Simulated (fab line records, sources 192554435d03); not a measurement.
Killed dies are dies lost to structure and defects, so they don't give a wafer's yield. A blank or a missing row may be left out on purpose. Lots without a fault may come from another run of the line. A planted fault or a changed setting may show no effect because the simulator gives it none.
One fault seen from 2 desks | flow n5_finfet | each desk has only its own numbers; what lay behind them comes last

THE TOOL OWNER'S DESK: rie_diel-01
The tool's own readings at N5_BEOL_M4_ETCH_41 (etches SiCN in CH3F/O2, target depth 29.9 nm, time 52.5 s): means of the sampled wafers that have a number, for each lot that ran on this tool. A lot is out of limits, marked OUT, if its mean lies more than 4 standard deviations from the usual mean; the brackets give that distance.
Columns: A = drypump_motor_current_A at N5_BEOL_M4_ETCH_41, usual 5.8 A; B = mfc_ar_sccm at N5_BEOL_M4_ETCH_41, usual 150.0 sccm; C = oes_product_au at N5_BEOL_M4_ETCH_41, usual 0.82 a.u.; D = rf_vpp_V at N5_BEOL_M4_ETCH_41, usual 296.8 V; E = showerhead_plenum_p_Torr at N5_BEOL_M4_ETCH_41, usual 1.97 Torr; F = throttle_valve_pct at N5_BEOL_M4_ETCH_41, usual 16.24 %
lot  | first seen here | A   | B     | C    | D     | E    | F
L593 | day 9 21:02     | 6.3 | 150.3 | 0.91 | 296.3 | 1.97 | 16.32
L599 | day 11 02:58    | 5.9 | 149.4 | 0.86 | 296.4 | 1.97 | 16.16
L602 | day 12 01:59    | 5.9 | 150.1 | 0.85 | 296.0 | 1.95 | 16.08
L603 | day 12 08:04    | 6.0 | 150.4 | 0.76 | 297.4 | 1.99 | 16.38
L601 | day 12 08:32    | 6.7 | 150.8 | 0.84 | 297.0 | 1.95 | 16.33
This desk's finding: nothing out of limits on any of the 5 lots.

THE METROLOGY DESK
What the gauges read, lot by lot, whatever tool the lot ran on: means of the sampled wafers that have a number. A lot is out of limits, marked OUT, if its mean lies more than 4 standard deviations from the usual mean; the brackets give that distance. Of its 10 readings 7 are shown: those that lie furthest out on some lot.
Columns: A = DIBL_N at N5_BEOL_M4_RC_MEAS_101, usual 36.2 mV/V; B = DIBL_P at N5_BEOL_M4_RC_MEAS_101, usual 36.1 mV/V; C = IOFF_N at N5_BEOL_M4_RC_MEAS_101, usual 0.16 nA/um; D = ION_N at N5_BEOL_M4_RC_MEAS_101, usual 672 uA/um; E = ION_P at N5_BEOL_M4_RC_MEAS_101, usual 463 uA/um; F = VT_N at N5_BEOL_M4_RC_MEAS_101, usual 250 mV; G = VT_P at N5_BEOL_M4_RC_MEAS_101, usual -250 mV
lot  | first seen here | A    | B    | C    | D   | E   | F   | G
L593 | day 10 01:40    | 35.9 | 36.1 | 0.14 | 672 | 461 | 252 | -253
L599 | day 11 07:08    | 36.7 | 36.6 | 0.19 | 688 | 473 | 247 | -245
L602 | day 12 06:32    | 38.0 | 38.8 | 0.21 | 683 | 464 | 243 | -246
L604 | day 12 09:26    | 36.7 | 37.5 | 0.15 | 662 | 461 | 254 | -250
L603 | day 12 12:37    | 33.9 | 32.6 | 0.12 | 664 | 454 | 254 | -252
L601 | day 12 14:52    | 34.8 | 35.8 | 0.14 | 664 | 456 | 251 | -252
L610 | day 15 04:00    | 35.2 | 36.2 | 0.14 | 671 | 465 | 251 | -251
This desk's finding: nothing out of limits on any of the 7 lots.

PUT TOGETHER
The tool owner's desk saw nothing out of limits.
The metrology desk saw nothing out of limits.

WHAT THE SIMULATOR HAD PUT IN
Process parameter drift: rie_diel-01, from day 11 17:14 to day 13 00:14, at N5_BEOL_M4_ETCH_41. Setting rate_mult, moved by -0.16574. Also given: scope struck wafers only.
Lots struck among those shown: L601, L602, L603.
